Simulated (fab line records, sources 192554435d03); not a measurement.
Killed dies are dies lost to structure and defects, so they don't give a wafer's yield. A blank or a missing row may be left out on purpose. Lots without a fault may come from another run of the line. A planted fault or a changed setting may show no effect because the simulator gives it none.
fab line records | flow n5_finfet
record lots=11 wafers=31 last_day=17
route steps=1938 shown ZERO_LAYER@16 WELL_APT@29 PMOS_HMC_CHANNEL_EPI@81 BEOL_M4@1111 PASSIVATION@1936
lots that met no fault: from a run of the same line without faults
start_h: hours from the record's first day to the start of the lot's first wafer shown | wait_h: hours since the lot's step before | " the same as in the row above | L1.1+2: a row that stands for several wafers | - no value, or no start given | * or withheld: withheld | < > ~ a bound
route shown NAME@n: a module of which the file shows steps, and the number in the route of the first | usual: mean/standard deviation of fault-free wafers | same: alike in all rows | chamber/n: place in a boat | sites: the reading at each site | _std_site: their standard deviation | _edge_site: outer sites' mean less inner sites' | radius_mm: how far each site lies from the wafer's centre | mask NAME#n: copy n | behind: the tool/chamber that last shaped the wafer | hold: why the lot was held/for how many hours/how that ended | device: the transistor (n, p or np) that didn't switch | end of line: the same wafers' tests at the end of the route | a step without rows: its recipe alone | killed: dies lost to structure and defects at the first sort, not the wafer's yield | map: a wafer's dies, x killed, . not, _ none there
set.NAME: the setting as run; set.NAME@STEP: as run at that earlier step | model.NAME: the simulator's own value behind a step, which no gauge read
steps of the route over a sample of lots; a table a step, a row a wafer
services: from which hour (start_h, from the record's first day; less than 0 if before it) a tool's chamber was out of use, for how many hours, and why
## steps
# step N5_ZERO_LAYER_ETCH_18
# recipe chemistry=HBr/Cl2 target=Si target_depth_a=1200 time_s=40 pressure_mtorr=10 icp_w=800 bias_w=75 HBr_flow_sccm=150 Cl2_flow_sccm=80
# usual bias_w=74.98/0.19 drypump_motor_current_A=5.9/0.37 oes_product_au=1.003/0.017 throttle_valve_pct=36.3/0.47
# columns lot.wafer tool chamber start_h wait_h bias_w drypump_motor_current_A oes_product_au rf_hours_counter_h throttle_valve_pct
L923.3 rie_si-03 3 12.80 0.0 74.91 6.0 1.001 160 36.1
L923.5 " 2 " " 74.95 5.4 1.001 - 35.5
L924.1 rie_si-02 3 18.79 0.0 75.17 5.8 0.992 7 35.8
L924.3 " 1 " " 75.29 5.6 0.991 24 36.8
L924.5 " 3 " " 75.28 5.8 0.988 - 35.8
L925.2 rie_si-02 3 24.91 0.0 74.92 5.8 0.979 7 35.8
L925.4 " 2 " " 75.27 5.6 1.002 144 36.4
L925.5 " 1 " " 74.97 5.7 0.987 - 36.8
L927.4 rie_si-02 1 37.04 0.0 74.96 5.7 0.988 25 36.8
L927.5 " 3 " " 75.12 5.9 0.990 - 35.8
L927.6 " 0 " " 74.94 6.2 1.028 - 36.0
L931.2 rie_si-03 0 60.96 0.0 75.02 5.1 1.011 132 37.2
L931.3 " 3 " " 75.16 6.0 1.015 161 36.1
L932.2 rie_si-03 0 66.91 0.0 74.73 5.1 1.004 133 37.2
L932.4 " 2 " " 75.32 5.5 0.998 115 35.5
L932.6 " 1 " " 75.08 6.2 1.013 - 35.9
L933.1 rie_si-06 0 72.83 0.0 75.19 6.1 1.037 69 37.0
L933.2 " 3 " " 75.29 6.6 0.999 16 36.1
L933.3 " 2 " " 75.02 5.8 0.977 169 36.1
L934.3 rie_si-06 3 78.92 0.1 74.64 6.5 1.003 16 36.1
L934.4 " 0 " " 74.94 6.1 1.024 69 37.0
L934.6 " 1 " " 75.04 6.4 1.000 - 36.5
L942.1 rie_si-02 3 126.93 0.0 75.01 5.9 0.987 9 35.8
L942.3 " 2 " " 75.09 5.6 0.992 145 36.4
L942.4 " 1 " " 75.20 5.6 0.983 26 36.8
L944.2 rie_si-02 3 138.92 0.0 75.11 5.9 0.984 9 35.8
L944.5 " 2 " " 75.25 5.6 1.007 - 36.4
L944.6 " 1 " " 75.37 5.7 0.987 - 36.8
L945.2 rie_si-02 2 144.99 0.0 74.69 5.6 1.008 146 36.4
L945.3 " 1 " " 75.12 5.7 0.988 26 36.8
L945.5 " 1 " " 75.14 5.7 0.990 - 36.8
# step N5_WELL_APT_OVL_MEAS_09
# recipe points_per_wafer=44
# usual NWELL_OVL=-1/5
# columns lot.wafer tool chamber start_h wait_h NWELL_OVL[nm]
L923.3 overlay-02 0 13.60 0.0 -2
L923.5 " 0 " " 3
L924.1 overlay-01 0 19.71 0.0 -5
L924.3 " 0 " " -3
L924.5 " 0 " " -12
L925.2 overlay-02 0 25.84 0.0 5
L925.4 " 0 " " 0
L925.5 " 0 " " -5
L927.4 overlay-01 0 37.96 0.0 6
L927.5 " 0 " " 1
L927.6 " 0 " " 2
L931.2 overlay-01 0 61.76 0.0 -1
L931.3 " 0 " " -1
L932.2 overlay-02 0 67.71 0.0 1
L932.4 " 0 " " -6
L932.6 " 0 " " -5
L933.1 overlay-01 0 73.62 0.0 1
L933.2 " 0 " " 3
L933.3 " 0 " " 0
L934.3 overlay-02 0 79.73 0.0 -2
L934.4 " 0 " " -2
L934.6 " 0 " " -2
L942.1 overlay-02 0 127.86 0.0 0
L942.3 " 0 " " -2
L942.4 " 0 " " 1
L944.2 overlay-02 0 139.85 0.0 4
L944.5 " 0 " " 1
L944.6 " 0 " " 5
L945.2 overlay-01 0 145.93 0.0 -1
L945.3 " 0 " " -4
L945.5 " 0 " " -3
# step N5_WELL_APT_IMPLANT_32
# recipe species=BF2 energy_kev=50 dose_cm2=2e+13 tilt_deg=0 rotation_deg=0
# usual beam_energy_keV=49.998/0.015
# columns lot.wafer tool chamber start_h wait_h beam_energy_keV
L923.3 implanter-01 0 15.24 0.1 50.002
L923.5 " 0 " " 50.015
L924.1 implanter-02 0 21.65 0.1 49.977
L924.3 " 0 " " 49.977
L924.5 " 0 " " 49.964
L925.2 implanter-01 0 27.96 0.1 49.986
L925.4 " 0 " " 49.998
L925.5 " 0 " " 50.001
L927.4 implanter-01 0 39.52 0.1 49.970
L927.5 " 0 " " 49.982
L927.6 " 0 " " 49.977
L931.2 implanter-02 0 63.62 0.1 50.004
L931.3 " 0 " " 50.008
L932.2 implanter-01 0 72.25 0.1 50.007
L932.4 " 0 " " 49.996
L932.6 " 0 " " 49.991
L933.1 implanter-02 0 76.55 0.1 50.009
L933.2 " 0 " " 49.998
L933.3 " 0 " " 50.000
L934.3 implanter-02 0 81.30 0.1 49.996
L934.4 " 0 " " 50.011
L934.6 " 0 " " 49.995
L942.1 implanter-01 0 129.79 0.1 108.11
L942.3 " 0 " " 108.12
L942.4 " 0 " " 108.11
L944.2 implanter-01 0 141.53 0.1 108.10
L944.5 " 0 " " 108.10
L944.6 " 0 " " 108.08
L945.2 implanter-02 0 147.73 0.1 49.999
L945.3 " 0 " " 49.992
L945.5 " 0 " " 49.978
# step N5_PMOS_HMC_CHANNEL_EPI_CMP_21
# recipe material=SiGe30 post_cmp_clean=alkaline_brush target_thk_nm=54
# usual motor_current_A=12.1/1.3
# columns lot.wafer tool chamber start_h wait_h motor_current_A
L923.3 cmp-01 2 19.53 0.1 11.4
L923.5 " 1 " " 13.4
L924.1 cmp-04 2 25.50 0.0 11.8
L924.3 " 1 " " 14.0
L924.5 " 2 " " 12.1
L925.4 cmp-02 0 32.22 0.0 11.4
L925.2 " 2 " " 11.5
L925.5 " 1 " " 11.6
L927.4 cmp-01 2 43.64 0.1 11.5
L927.5 " 3 " " 11.4
L927.6 " 0 " " 14.4
L931.2 cmp-01 2 68.38 0.2 11.1
L931.3 " 1 " " 13.7
L932.4 cmp-01 3 76.52 0.1 11.8
L932.2 " 0 " " 13.5
L932.6 " 3 " " 11.2
L933.1 cmp-01 1 80.87 0.0 13.5
L933.3 " 3 " " 10.9
L933.2 " 0 " " 14.4
L934.3 cmp-01 1 85.59 0.0 13.5
L934.4 " 2 " " 11.8
L934.6 " 1 " " 14.0
L942.3 cmp-01 2 134.36 0.1 10.8
L942.1 " 3 " " 11.5
L942.4 " 0 " " 14.7
L944.2 cmp-02 0 146.12 0.1 10.6
L944.5 " 3 " " 11.4
L944.6 " 0 " " 10.4
L945.2 cmp-04 3 152.54 0.1 12.0
L945.3 " 0 " " 12.3
L945.5 " 2 " " 12.0
# step N5_BEOL_M4_RC_MEAS_101
# usual CJ_N=4.33/0.13 DIBL_N=36.2/2.2 DIBL_P=36.1/2.8 IOFF_N=0.16/0.041 IOFF_N_85C=3.1/0.67 IOFF_P=0.21/0.047 ION_N=676/16 ION_P=463/11 RS_PWELL=3006/23 SS_N=71.6/0.78 SS_P=73.3/0.86 VT_N=249/3.8 VT_P=-251/3.9
# columns lot.wafer tool chamber start_h wait_h CJ_N DIBL_N[mV/V] DIBL_P[mV/V] IOFF_N[nA/um] IOFF_N_85C[nA/um] IOFF_P[nA/um] ION_N[uA/um] ION_P[uA/um] RS_PWELL[ohm/sq] SS_N[mV/dec] SS_P[mV/dec] VT_N[mV] VT_P[mV]
L923.3 prober-02 0 174.68 0.3 4.35 33.8 32.5 0.13 2.6 0.16 686 465 2999 70.7 72.0 250 -256
L923.5 " 0 " " 4.36 35.4 34.2 0.16 3.1 0.19 688 467 2999 70.9 72.9 248 -251
L924.1 prober-02 0 176.70 0.0 4.40 38.8 38.8 0.20 3.7 0.24 703 474 2990 72.0 73.3 248 -250
L924.3 " 0 " " 4.27 37.1 36.6 0.16 3.2 0.21 689 465 3002 72.3 72.3 249 -251
L924.5 " 0 " " 4.29 37.7 37.8 0.17 3.2 0.22 686 468 2976 72.0 73.2 251 -251
L925.2 prober-02 0 196.50 0.2 4.34 36.2 35.8 0.18 3.5 0.24 684 471 3001 71.6 73.8 245 -246
L925.4 " 0 " " 4.25 35.3 35.2 0.15 3.0 0.22 675 465 2972 71.0 73.2 252 -248
L925.5 " 0 " " 4.28 36.0 35.4 0.15 3.1 0.23 666 466 3002 71.3 73.2 254 -249
L927.4 prober-01 0 201.09 0.5 4.38 36.8 40.0 0.19 3.7 0.24 678 465 2989 71.8 74.2 247 -244
L927.5 " 0 " " 4.38 35.3 38.0 0.17 3.4 0.21 679 464 3023 71.7 73.3 246 -251
L927.6 " 0 " " 4.29 33.9 35.4 0.13 2.6 0.17 655 446 3010 71.1 73.2 253 -251
L931.2 prober-01 0 223.12 0.2 4.42 37.9 38.6 0.19 3.6 0.26 698 482 3053 71.6 73.8 248 -246
L931.3 " 0 " " 4.49 35.0 35.5 0.13 2.6 0.21 662 464 3032 71.4 72.8 252 -251
L932.2 prober-02 0 237.18 0.2 4.37 37.7 37.3 0.18 3.4 0.23 680 463 3050 72.4 73.0 249 -248
L932.4 " 0 " " 4.30 32.6 31.9 0.10 2.2 0.16 664 460 3007 69.9 72.2 255 -253
L932.6 " 0 " " 4.27 39.5 40.4 0.22 4.0 0.28 678 464 3017 71.7 74.3 247 -247
L933.1 prober-01 0 241.22 0.0 4.18 34.4 33.7 0.15 2.9 0.21 679 469 2995 71.0 73.1 251 -248
L933.2 " 0 " " 4.50 35.1 32.9 0.17 3.2 0.20 708 478 3005 71.5 72.3 246 -249
L933.3 " 0 " " 4.07 37.0 37.8 0.20 3.7 0.29 673 469 2991 71.7 74.1 244 -246
L934.3 prober-01 0 243.53 0.3 4.45 37.2 36.5 0.19 3.7 0.20 695 472 3021 71.7 73.8 246 -254
L934.4 " 0 " " 4.11 34.2 34.1 0.13 2.7 0.17 646 446 3041 70.3 72.6 250 -256
L934.6 " 0 " " 4.07 35.3 36.3 0.16 3.1 0.21 665 454 3023 71.2 73.6 247 -252
L942.1 prober-02 0 290.51 0.0 2.60 50.5 35.3 0.96 13.9 0.14 681 438 2275 89.0 72.7 250 -260
L942.3 " 0 " " 2.61 48.0 37.2 0.79 11.7 0.17 688 453 2273 83.7 73.1 245 -254
L942.4 " 0 " " 2.62 40.4 35.0 0.24 4.3 0.15 676 450 2288 74.5 73.0 250 -258
L944.2 prober-01 0 305.86 0.4 2.60 40.2 39.2 0.32 5.6 0.25 710 481 2259 74.1 74.1 243 -247
L944.5 " 0 " " 2.58 38.4 37.6 0.25 4.5 0.22 684 461 2255 74.3 73.6 245 -251
L944.6 " 0 " " 2.60 42.8 37.9 0.52 8.5 0.24 687 458 2236 78.9 73.6 244 -249
L945.2 prober-02 0 316.46 0.2 4.25 33.7 32.3 0.11 2.3 0.14 653 450 3013 69.8 71.8 254 -255
L945.3 " 0 " " 4.53 33.2 31.3 0.10 2.1 0.14 664 453 3016 70.4 71.6 256 -258
L945.5 " 0 " " 4.27 38.4 37.8 0.18 3.4 0.21 669 455 3010 71.6 73.5 249 -254
# step N5_PASSIVATION_PROBE_49
# usual defect_limited_yield=91.4/1.4 killed_at_M0_to_M3=33/10 killed_at_M4_up=14/6.1 killed_at_contacts=14/6.1 killed_at_front_end=38/9.7 killed_at_other=3.1/2.9 killed_dies=102/17 killed_open=67/13 killed_short=32/8 sort_bin_4_leakage=0.00/0.051 sort_bin_5_function=5.1/0.94 sort_bin_6_memory=3.2/0.68 sort_n_pass=1078/17 sort_yield_pct=91.3/1.5
# same gross_dies=1180 killed_at_back_side=0 sort_bin_8_speed[%]=0
# columns lot.wafer tool chamber start_h wait_h defect_limited_yield[%] killed_at_M0_to_M3 killed_at_M4_up killed_at_contacts killed_at_front_end killed_at_other killed_dies killed_open killed_short sort_bin_4_leakage[%] sort_bin_5_function[%] sort_bin_6_memory[%] sort_n_pass sort_yield_pct[%]
L923.3 prober-02 - 271.72 0.1 91.7 32 10 17 33 6 98 64 32 0 5.5 2.7 1082 91.7
L923.5 prober-02 - 271.82 0.2 89.9 46 13 10 44 6 119 80 39 0 5.9 3.7 1061 89.9
L924.1 prober-01 - 282.13 0.0 95.1 15 14 10 19 0 58 41 16 0 3.1 1.7 1122 95.1
L924.3 prober-01 - 282.23 0.1 91.8 27 10 16 38 6 97 69 28 0 4.2 3.6 1083 91.8
L924.5 prober-01 - 282.33 0.2 91.6 29 10 23 30 7 99 74 25 0 4.7 3.3 1081 91.6
L925.2 prober-01 - 296.12 0.1 90.4 42 11 9 48 3 113 79 32 0 5.2 3.6 1067 90.4
L925.4 prober-01 - 296.22 0.2 88.2 74 17 10 27 11 139 100 39 0 6.9 4.7 1041 88.2
L925.5 prober-01 - 296.27 0.2 91.7 43 12 7 36 0 98 76 22 0 4.9 3.1 1082 91.7
L927.4 prober-01 - 305.55 0.2 91.9 23 16 8 49 0 96 61 35 0 5.0 3.1 1084 91.9
L927.5 prober-01 - 305.60 0.2 91.1 32 21 12 40 0 105 67 38 0 5.1 3.6 1075 91.1
L927.6 prober-01 - 305.65 0.3 91.9 27 9 9 46 5 96 68 28 0 5.1 2.9 1084 91.9
L931.2 prober-01 - 330.60 0.1 92.2 18 13 8 48 5 92 62 30 0 4.6 2.9 1088 92.2
L931.3 prober-01 - 330.65 0.1 92.2 18 21 13 33 7 92 68 24 0 4.6 3.0 1088 92.2
L932.2 prober-02 - 342.07 0.1 91.4 36 10 9 46 1 102 60 40 0 5.8 2.6 1078 91.4
L932.4 prober-02 - 342.17 0.2 92.8 26 11 14 32 2 85 55 25 0 4.1 2.9 1095 92.8
L932.6 prober-02 - 342.27 0.3 91.9 28 21 17 27 2 95 62 32 0 5.4 2.5 1085 91.9
L934.3 prober-01 - 346.63 0.1 90.8 47 10 16 35 1 109 72 34 0 5.3 3.2 1071 90.8
L934.4 prober-01 - 346.68 0.2 91.1 36 10 16 40 3 105 63 36 0 5.2 2.5 1075 91.1
L934.6 prober-01 - 346.78 0.3 89.9 43 12 26 32 6 119 80 38 0 5.3 4.6 1061 89.9
L933.1 prober-02 - 352.11 0.0 89.2 31 21 31 44 0 127 93 33 0 6.2 4.2 1053 89.2
L933.2 prober-02 - 352.16 0.1 91.0 32 13 14 47 0 106 65 41 0 5.5 3.2 1074 91.0
L933.3 prober-02 - 352.21 0.1 89.1 43 15 26 44 1 129 87 42 0 6.6 4.1 1051 89.1
L942.1 prober-01 - 395.50 0.0 89.2 51 20 14 35 7 127 77 50 89.24 6.1 4.3 0 0
L942.3 prober-01 - 395.60 0.1 92.0 31 15 12 33 3 94 72 21 91.78 4.5 3.1 3 0.3
L942.4 prober-01 - 395.65 0.2 91.9 41 8 10 34 2 95 54 35 0 4.7 2.5 1085 91.9
L944.2 prober-01 - 415.98 0.1 92.8 24 4 11 40 6 85 48 30 1.10 3.9 2.5 1082 91.7
L944.5 prober-01 - 416.13 0.2 91.8 24 20 13 40 0 97 66 30 0 4.4 3.6 1083 91.8
L944.6 prober-01 - 416.18 0.3 91.7 23 20 8 45 2 98 66 31 60.93 4.1 4.1 363 30.8
L945.2 prober-01 - 419.06 0.1 91.4 29 18 11 41 3 102 67 34 0 5.3 2.8 1078 91.4
L945.3 prober-01 - 419.11 0.1 91.8 42 13 8 34 0 97 62 35 0 5.0 2.9 1083 91.8
L945.5 prober-01 - 419.21 0.2 91.9 27 16 17 36 0 96 58 38 0 4.7 3.1 1084 91.9
# killed by level:class
L923.3 MOL_CONTACT_COAG:geometric_particle:open=13 STI_FIN_REVEAL:geometric_particle:open=9 BEOL_M0_SAQP:geometric_particle:short=8 BEOL_M1:geometric_particle:open=6 BEOL_M0_SAQP:geometric_particle:open=5 BEOL_M0:geometric_particle:open=5 ILD0:geometric_particle:short=4 MOL_CONTACT_COAG:geometric_particle:short=4
L923.5 BEOL_M0_SAQP:geometric_particle:open=16 BEOL_M0_SAQP:geometric_particle:short=16 STI_FIN_REVEAL:geometric_particle:open=15 MOL_CONTACT_COAG:geometric_particle:open=10 FIN_SAQP:geometric_particle:open=7 BEOL_M3:geometric_particle:open=7 BEOL_M4:geometric_particle:open=5 BEOL_M2:geometric_particle:open=4
L924.1 MOL_CONTACT_COAG:geometric_particle:open=8 BEOL_M4:geometric_particle:open=5 BEOL_M0_SAQP:geometric_particle:open=4 BEOL_M1:geometric_particle:open=4 FIN_SAQP:geometric_particle:open=3 DUMMY_GATE:geometric_particle:open=3 GATE_CUT:geometric_particle:open=3 STARTING-WAFER:geometric_particle:short=3
L924.3 MOL_CONTACT_COAG:geometric_particle:open=13 BEOL_M0_SAQP:geometric_particle:open=10 STI_FIN_REVEAL:geometric_particle:open=8 BEOL_M0_SAQP:geometric_particle:short=8 DUMMY_GATE:geometric_particle:open=6 FIN_SAQP:geometric_particle:open=4 BEOL_M3:geometric_particle:open=4 STARTING-WAFER:geometric_particle:open=4
L924.5 MOL_CONTACT_COAG:geometric_particle:open=16 BEOL_M1:geometric_particle:open=12 STI_FIN_REVEAL:geometric_particle:open=9 MOL_CONTACT_COAG:geometric_particle:short=7 BEOL_M0_SAQP:geometric_particle:open=7 BEOL_M3:geometric_particle:open=4 STARTING-WAFER:geometric_particle:short=4 FIN_SAQP:geometric_particle:open=3
L925.2 FIN_SAQP:geometric_particle:open=20 BEOL_M2:geometric_particle:open=19 MOL_CONTACT_COAG:geometric_particle:open=8 BEOL_M0_SAQP:geometric_particle:open=7 BEOL_M0_SAQP:geometric_particle:short=6 DUMMY_GATE:geometric_particle:open=5 BEOL_M4:geometric_particle:open=5 DUMMY_GATE:geometric_particle:short=4
L925.4 BEOL_M2:geometric_particle:open=19 BEOL_M1:geometric_particle:open=18 BEOL_M3:geometric_particle:open=10 MOL_CONTACT_COAG:geometric_particle:open=10 STI_FIN_REVEAL:geometric_particle:open=9 FIN_SAQP:geometric_particle:open=7 BEOL_M2:geometric_particle:short=7 BEOL_M0_SAQP:geometric_particle:open=6
L925.5 BEOL_M2:geometric_particle:open=16 FIN_SAQP:geometric_particle:open=15 MOL_CONTACT_COAG:geometric_particle:open=7 BEOL_M0_SAQP:geometric_particle:short=7 FIN_SAQP:geometric_particle:short=6 BEOL_M6:geometric_particle:open=6 BEOL_M0_SAQP:geometric_particle:open=5 STI_FIN_REVEAL:geometric_particle:open=4
L927.4 FIN_SAQP:geometric_particle:short=12 BEOL_M4:geometric_particle:open=10 BEOL_M1:geometric_particle:open=7 STI_FIN_REVEAL:geometric_particle:open=6 MOL_CONTACT_COAG:geometric_particle:open=5 DUMMY_GATE:geometric_particle:open=4 GATE_CUT:geometric_particle:short=4 GATE_CUT:geometric_particle:open=4
L927.5 STI_FIN_REVEAL:geometric_particle:open=14 BEOL_M4:geometric_particle:open=14 BEOL_M0_SAQP:geometric_particle:open=9 BEOL_M0_SAQP:geometric_particle:short=8 MOL_CONTACT_COAG:geometric_particle:short=6 MOL_CONTACT_COAG:geometric_particle:open=6 FIN_SAQP:geometric_particle:short=4 DUMMY_GATE:geometric_particle:short=4
L927.6 STI_FIN_REVEAL:geometric_particle:open=14 MOL_CONTACT_COAG:geometric_particle:open=9 ILD0:geometric_particle:short=6 FIN_SAQP:geometric_particle:open=5 BEOL_M3:geometric_particle:open=5 DUMMY_GATE:geometric_particle:open=4 ILD0:geometric_particle:open=4 BEOL_M0_SAQP:geometric_particle:open=4
L931.2 FIN_SAQP:geometric_particle:open=18 FIN_SAQP:geometric_particle:short=7 BEOL_M4:geometric_particle:open=7 ILD0:geometric_particle:short=5 BEOL_M3:geometric_particle:open=5 BEOL_M6:geometric_particle:open=5 MOL_CONTACT_COAG:geometric_particle:open=4 MOL_CONTACT_COAG:geometric_particle:short=4
L931.3 BEOL_M4:geometric_particle:open=13 MOL_CONTACT_COAG:geometric_particle:open=12 STI_FIN_REVEAL:geometric_particle:open=8 BEOL_M0_SAQP:geometric_particle:open=7 STI_FIN_REVEAL:geometric_particle:short=6 BEOL_M5:geometric_particle:open=5 DUMMY_GATE:geometric_particle:open=4 PASS1_CAP:geometric_particle:short=4
L932.2 BEOL_M1:geometric_particle:open=9 GATE_CUT:geometric_particle:short=9 MOL_CONTACT_COAG:geometric_particle:open=8 BEOL_M0_SAQP:geometric_particle:short=8 BEOL_M0_SAQP:geometric_particle:open=8 FIN_SAQP:geometric_particle:open=7 STI_FIN_REVEAL:geometric_particle:open=6 FIN_SAQP:geometric_particle:short=5
L932.4 MOL_CONTACT_COAG:geometric_particle:open=11 BEOL_M0_SAQP:geometric_particle:open=6 BEOL_M1:geometric_particle:open=6 FIN_SAQP:geometric_particle:open=5 STI_FIN_REVEAL:geometric_particle:open=5 STARTING-WAFER:geometric_particle:open=5 GATE_CUT:geometric_particle:short=4 BEOL_M4:geometric_particle:open=4
L932.6 MOL_CONTACT_COAG:geometric_particle:open=11 BEOL_M1:geometric_particle:open=10 BEOL_M4:geometric_particle:open=9 FIN_SAQP:geometric_particle:open=7 BEOL_M4:geometric_particle:short=7 MOL_CONTACT_COAG:geometric_particle:short=6 BEOL_M3:geometric_particle:open=6 BEOL_M0_SAQP:geometric_particle:open=5
L934.3 MOL_CONTACT_COAG:geometric_particle:open=15 BEOL_M0_SAQP:geometric_particle:short=12 BEOL_M3:geometric_particle:open=12 BEOL_M0_SAQP:geometric_particle:open=11 DUMMY_GATE:geometric_particle:open=7 BEOL_M2:geometric_particle:open=6 FIN_SAQP:geometric_particle:short=5 STI_FIN_REVEAL:geometric_particle:open=4
L934.4 BEOL_M2:geometric_particle:open=11 MOL_CONTACT_COAG:geometric_particle:open=10 STI_FIN_REVEAL:geometric_particle:open=7 DUMMY_GATE:geometric_particle:open=7 MOL_CONTACT_COAG:geometric_particle:short=6 BEOL_M0_SAQP:geometric_particle:open=6 BEOL_M3:geometric_particle:open=6 BEOL_M4:geometric_particle:short=5
L934.6 MOL_CONTACT_COAG:geometric_particle:open=18 BEOL_M0_SAQP:geometric_particle:open=14 BEOL_M0_SAQP:geometric_particle:short=9 MOL_CONTACT_COAG:geometric_particle:short=8 BEOL_M2:geometric_particle:short=8 BEOL_M3:geometric_particle:open=8 FIN_SAQP:geometric_particle:short=6 STI_FIN_REVEAL:geometric_particle:open=6
L933.1 MOL_CONTACT_COAG:geometric_particle:open=28 FIN_SAQP:geometric_particle:open=12 FIN_SAQP:geometric_particle:short=8 DUMMY_GATE:geometric_particle:open=7 BEOL_M3:geometric_particle:open=7 BEOL_M4:geometric_particle:open=7 GATE_CUT:geometric_particle:short=5 BEOL_M0_SAQP:geometric_particle:short=5
L933.2 FIN_SAQP:geometric_particle:short=15 MOL_CONTACT_COAG:geometric_particle:open=12 FIN_SAQP:geometric_particle:open=7 BEOL_M0:geometric_particle:open=7 BEOL_M0_SAQP:geometric_particle:short=6 STARTING-WAFER:geometric_particle:short=5 DUMMY_GATE:geometric_particle:open=4 BEOL_M3:geometric_particle:open=4
L933.3 MOL_CONTACT_COAG:geometric_particle:open=21 BEOL_M0_SAQP:geometric_particle:open=12 STI_FIN_REVEAL:geometric_particle:open=9 BEOL_M0_SAQP:geometric_particle:short=9 BEOL_M1:geometric_particle:open=8 MOL_CONTACT_COAG:geometric_particle:short=5 BEOL_M2:geometric_particle:open=5 BEOL_M4:geometric_particle:open=5
L942.1 MOL_CONTACT_COAG:geometric_particle:open=12 BEOL_M3:geometric_particle:open=12 BEOL_M1:geometric_particle:open=9 BEOL_M4:geometric_particle:open=9 STI_FIN_REVEAL:geometric_particle:open=8 BEOL_M0_SAQP:geometric_particle:short=7 GATE_CUT:geometric_particle:short=6 BEOL_M2:geometric_particle:open=6
L942.3 STI_FIN_REVEAL:geometric_particle:open=14 MOL_CONTACT_COAG:geometric_particle:open=10 BEOL_M3:geometric_particle:open=6 BEOL_M4:geometric_particle:open=6 BEOL_M0_SAQP:geometric_particle:open=5 BEOL_M0_SAQP:geometric_particle:short=5 BEOL_M1:geometric_particle:open=5 BEOL_M2:geometric_particle:open=4
L942.4 FIN_SAQP:geometric_particle:short=13 BEOL_M3:geometric_particle:open=12 BEOL_M0_SAQP:geometric_particle:open=9 BEOL_M2:geometric_particle:open=9 BEOL_M0_SAQP:geometric_particle:short=7 MOL_CONTACT_COAG:geometric_particle:open=6 HKMG_FIN:area_etch=6 STI_FIN_REVEAL:geometric_particle:open=4
L944.2 STI_FIN_REVEAL:geometric_particle:open=16 MOL_CONTACT_COAG:geometric_particle:open=8 BEOL_M0_SAQP:geometric_particle:short=8 HKMG_FIN:area_etch=7 FIN_SAQP:geometric_particle:short=4 BEOL_M2:geometric_particle:open=4 GATE_CUT:geometric_particle:short=3 MOL_CONTACT_COAG:geometric_particle:short=3
L944.5 STI_FIN_REVEAL:geometric_particle:open=16 MOL_CONTACT_COAG:geometric_particle:open=12 BEOL_M4:geometric_particle:open=12 BEOL_M0_SAQP:geometric_particle:short=11 BEOL_M0_SAQP:geometric_particle:open=6 DUMMY_GATE:geometric_particle:open=5 GATE_CUT:geometric_particle:short=5 BEOL_M3:geometric_particle:open=4
L944.6 FIN_SAQP:geometric_particle:short=12 STI_FIN_REVEAL:geometric_particle:open=9 BEOL_M3:geometric_particle:open=8 ILD0:geometric_particle:open=7 MOL_CONTACT_COAG:geometric_particle:open=7 BEOL_M0_SAQP:geometric_particle:open=6 BEOL_M4:geometric_particle:open=6 FIN_SAQP:geometric_particle:open=4
L945.2 BEOL_M1:geometric_particle:open=10 FIN_SAQP:geometric_particle:open=9 FIN_SAQP:geometric_particle:short=8 STI_FIN_REVEAL:geometric_particle:open=8 BEOL_M0_SAQP:geometric_particle:open=7 BEOL_M4:geometric_particle:open=7 MOL_CONTACT_COAG:geometric_particle:open=6 GATE_CUT:geometric_particle:short=6
L945.3 BEOL_M2:geometric_particle:open=12 BEOL_M0_SAQP:geometric_particle:short=10 STI_FIN_REVEAL:geometric_particle:open=9 FIN_SAQP:geometric_particle:short=8 MOL_CONTACT_COAG:geometric_particle:open=8 BEOL_M0_SAQP:geometric_particle:open=6 BEOL_M4:geometric_particle:open=6 BEOL_M3:geometric_particle:open=5
L945.5 BEOL_M1:geometric_particle:open=13 MOL_CONTACT_COAG:geometric_particle:open=12 BEOL_M4:geometric_particle:open=12 STI_FIN_REVEAL:geometric_particle:open=9 FIN_SAQP:geometric_particle:short=7 BEOL_M0_SAQP:geometric_particle:short=7 GATE_CUT:geometric_particle:short=5 MOL_CONTACT_COAG:geometric_particle:short=5
## services
# columns tool chamber start_h hours kind
cmp-04 - -9.41 4.3 repair
rie_si-02 - -2.12 1.7 repair
rie_si-03 - 2.41 2.8 pm
cmp-04 - 6.33 0.9 repair
cmp-04 - 8.57 4.9 pm
cmp-04 - 18.27 3.2 repair
cmp-01 - 21.71 2.6 repair
rie_si-02 - 32.63 0.2 repair
rie_si-02 - 47.42 14.6 pm
cmp-02 - 50.25 4.0 pm
cmp-02 - 54.25 - consumable_replace:conditioner
cmp-02 - 54.25 - consumable_replace:pad
cmp-02 - 66.26 2.5 repair
cmp-04 - 67.13 1.3 repair
rie_si-02 0 68.90 1.9 repair
cmp-01 - 73.41 1.9 repair
rie_si-02 1 75.97 8.1 repair
cmp-01 - 109.01 4.4 repair
cmp-01 - 119.35 4.0 pm
rie_si-03 - 121.76 14.6 pm
cmp-01 - 123.35 - consumable_replace:conditioner
cmp-01 - 123.35 - consumable_replace:pad
cmp-04 - 132.42 1.5 repair
cmp-01 - 149.20 7.8 pm
## key
first_sign step=N5_WELL_APT_IMPLANT_32 reading=beam_energy_keV direction=up sigmas=99+ usual=49.998 struck=108.10
effect step=N5_BEOL_M4_RC_MEAS_101 reading=RS_PWELL direction=down sigmas=32 usual=3006 struck=2264
effect step=N5_BEOL_M4_RC_MEAS_101 reading=CJ_N direction=down sigmas=13 usual=4.33 struck=2.60
effect step=N5_BEOL_M4_RC_MEAS_101 reading=SS_N direction=up sigmas=9.6 usual=71.6 struck=79.1
effect step=N5_BEOL_M4_RC_MEAS_101 reading=IOFF_N direction=up sigmas=8.6 usual=0.16 struck=0.51
effect step=N5_BEOL_M4_RC_MEAS_101 reading=IOFF_N_85C direction=up sigmas=7.4 usual=3.1 struck=8.1
effect step=N5_BEOL_M4_RC_MEAS_101 reading=DIBL_N direction=up sigmas=3.2 usual=36.2 struck=43.4 wafers_moved=3
effect step=N5_PASSIVATION_PROBE_49 reading=sort_bin_4_leakage direction=up sigmas=99+ usual=0.00 struck=40.51 wafers_moved=4
met_at N5_WELL_APT_IMPLANT_32
struck_lots L942,L944
not_acting_at N5_ZERO_LAYER_ETCH_18,N5_WELL_APT_OVL_MEAS_09,N5_PMOS_HMC_CHANNEL_EPI_CMP_21
onset_between 72.25 129.79
fault kind=process_parameter_drift tool=implanter-01 chamber=- onset_h=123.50 steps=N5_WELL_APT_IMPLANT_32 channel=energy_kev offset=58.103 shape=step end_h=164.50 acts_in=these_recipes_only stated=50
